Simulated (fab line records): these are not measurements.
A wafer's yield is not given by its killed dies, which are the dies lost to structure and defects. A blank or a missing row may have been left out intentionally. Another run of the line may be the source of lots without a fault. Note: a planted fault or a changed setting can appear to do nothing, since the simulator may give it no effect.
A struck lot beside a sound one || flow n5-finfet || 18 steps out of a route of 1938
Sound: these wafers, L295.3, L295.4, L295.5. Wafers L302.1, L302.2, L302.6 were the ones struck. Last of all comes the cause.
For every step that has rows: the tool of each side, followed by ch and its chambers, followed by its first start. Under that, the readings that differ: sound wafers || struck wafers || difference of the means || sigmas: that difference in standard deviations of wafers without a fault.
alike: readings whose means differ by less than 2 such deviations, and words and numbers that are the same on both sides. not compared: withheld readings, readings that some wafer has no value for, bounds like >300 that may hide the same value, and numbers for which the record gives no deviation and whose values overlap.
A row with sigmas, a row that says differs or no value, or rows on one side alone: a step with any of these is where the two part. Numbers that have no deviation but don't overlap get no sigmas and don't part them. A reading missing from all wafers of one side parts the sides only when that side holds two or more wafers.

first, 5 steps without rows for these wafers: N5_SD_EPI_N_EBR_05; N5_SD_EPI_N_SOFTBAKE_04 (time 60 s); N5_SD_EPI_N_EXPOSE_06 (exposes mask SD N BLK, target cd 120 nm); N5_SD_EPI_N_PEB_07 (peb time 60 s); N5_SD_EPI_N_DEVELOP_08 (develop time 30 s).
N5_SD_EPI_N_CD_MEAS_09 targets a cd of 120 nm.
  sound on cd-sem-01 ch 0, day 5 08:01; struck on cd-sem-02 ch 0, day 7 01:46
  alike: cd-nm
N5_SD_EPI_N_OVL_MEAS_10:
  sound on overlay-02 ch 0, day 5 08:02; struck on overlay-02 ch 0, day 7 01:47
  alike: SD_N_BLK_OVL
N5_SD_EPI_N_INSPECT_11: inspects for defects (macro).
  sound on defect-inspect-02 at day 5 08:04; struck on defect-inspect-02 at day 7 01:49
  alike: raw-defect-count
N5_SD_EPI_N_DESCUM_14: chemistry O2, time 7.9 s.
  sound on rie-diel-06 ch 1,2, day 5 08:05; struck on rie-diel-02 ch 1,2,3, day 7 01:51
  alike: drypump-motor-current-A, oes-product-au, rf-vpp-V, showerhead-plenum-p-Torr, throttle-valve-pct
  not compared: rf-hours-counter-h
N5_SD_EPI_N_ETCH_34: etches SiARC in CF4, target depth 45.5 nm, time 75.8 s.
  sound on rie-diel-06 ch 1,2, day 5 08:08; struck on rie-diel-02 ch 1,2,3, day 7 01:53
  alike: drypump-motor-current-A, etch-rf-on-time-s, oes-product-au, rf-vpp-V, showerhead-plenum-p-Torr, throttle-valve-pct
  not compared: rf-hours-counter-h
N5_SD_EPI_N_ETCH_35: etches SOC in N2/H2, overetch 108 nm, time 486 s.
  sound on rie-diel-06 ch 1,2, day 5 08:11; struck on rie-diel-02 ch 1,2,3, day 7 01:56
  alike: drypump-motor-current-A, oes-product-au, rf-vpp-V, showerhead-plenum-p-Torr, throttle-valve-pct
  not compared: rf-hours-counter-h
then, 1 step without rows for these wafers: N5_SD_EPI_N_STRIP_36 (strips in N2/H2).
N5_SD_EPI_N_ETCHBACK_44: etches SiNx in CH3F/O2, stops on SiO2, target depth 14.5 nm.
  sound on rie-diel-06 ch 1,2, day 5 08:31; struck on rie-diel-02 ch 1,2,3, day 7 02:16
{"reading": "model.SiARC_of_SD_EPI_N_COAT_33.thk-nm (nm)", "sound": "16.4 15.4 15.4", "struck": "13.8 13 14.4", "difference": -2.0, "sigmas": ""}
  alike: drypump-motor-current-A, oes_ar_750_au, oes-product-au, rf-vpp-V, showerhead-plenum-p-Torr, throttle-valve-pct
  not compared: rf-hours-counter-h
N5_SD_EPI_N_ETCH_45: etches SiOCN in CH3F/O2, target depth 6 nm.
  sound on rie-diel-06 ch 1,2, day 5 08:37; struck on rie-diel-02 ch 1,2,3, day 7 02:22
  alike: drypump-motor-current-A, oes-product-au, rf-vpp-V, showerhead-plenum-p-Torr, throttle-valve-pct
  not compared: rf-hours-counter-h
N5_SD_EPI_N_ETCH_16: etches SiO2 in CHF3/O2, target depth 5 nm.
  sound on rie-diel-06 ch 1,2, day 5 08:43; struck on rie-diel-02 ch 1,2,3, day 7 02:28
{"reading": "model.SiARC_of_SD_EPI_N_COAT_33.thk-nm (nm)", "sound": "12.8 11.8 11.8", "struck": "10.2 9.4 11", "difference": -1.9, "sigmas": ""}
  alike: drypump-motor-current-A, oes_ar_750_au, oes-product-au, rf-vpp-V, showerhead-plenum-p-Torr, throttle-valve-pct
  not compared: rf-hours-counter-h
then, 1 step without rows for these wafers: N5_SD_EPI_N_STRIP_47 (strips in CHF3/O2).
-- a jump in the record: the struck wafers' starts before and after are 5 days apart (it breaks off in module SD_EPI_N and resumes in module BEOL_M4, where the first step shown is number 1111 of the route) --
N5_BEOL_M4_RC_MEAS_101:
  sound on prober-02 ch 0, day 10 00:40; struck on prober-01 ch 0, day 11 17:53
  alike: DIBL_N, DIBL_P, IOFF_N, IOFF_P, ION_N, ION_P, SS_N, SS_P, VT_N, VT_P
then, 1 step without rows for these wafers: N5_PASSIVATION_PROBE_49.

## WHERE THEY PART
Nowhere in this record.

WHY: what had been put in by the simulator
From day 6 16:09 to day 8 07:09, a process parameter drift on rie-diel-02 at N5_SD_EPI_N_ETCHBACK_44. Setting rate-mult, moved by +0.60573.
